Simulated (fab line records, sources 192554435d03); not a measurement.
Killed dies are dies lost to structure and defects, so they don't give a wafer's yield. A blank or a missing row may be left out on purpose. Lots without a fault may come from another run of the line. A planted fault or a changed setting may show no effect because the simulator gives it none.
Chamber matching | flow n5_finfet | N5_BEOL_M14_TRENCH_ETCH_34 on rie_diel-05: 4 sister chambers
The step etches SiO2 in C4F8/O2/Ar, target depth 556.65 nm, time 126.9 s. 4 wafers are shown with their chamber, then 9 later ones without.

WAFERS WITH THEIR CHAMBER
wafer  | chamber | rf_vpp_V (V)
L088.1 | 1       | 2143
L094.2 | 0       | 2210
L094.3 | 3       | 2249
L094.6 | 2       | 2244

WAFERS WITHOUT THEIR CHAMBER
wafer  | rf_vpp_V (V)
L089.3 | 2244
L089.4 | 2211
L089.5 | 2211
L095.1 | 2243
L095.3 | 2143
L095.5 | 2248
L096.1 | 2244
L096.2 | 2144
L096.5 | 2210

WHICH CHAMBER EACH WENT THROUGH
wafer  | from the rows above | in truth
L089.3 | 2                   | 2
L089.4 | 0                   | 0
L089.5 | 0                   | 0
L095.1 | 2                   | 2
L095.3 | 1                   | 1
L095.5 | 3                   | 3
L096.1 | 2                   | 2
L096.2 | 1                   | 1
L096.5 | 0                   | 0
Placed correctly: 9 of 9. Can't be placed from these rows: 0. Placed wrongly: 0.
How it was worked out, from the rows above alone: a wafer's distance from a chamber is the root of the sum, over the readings, of the square of ((its reading less the chamber's mean) divided by the reading's scatter). The wafer belongs to the nearest chamber; if the next one is less than 2 further off, it can't be placed. A chamber's mean is the mean of its shown wafers. The scatter: with one shown wafer a chamber, the root of the mean of the squares of how far each hidden wafer lies from its nearest shown one.
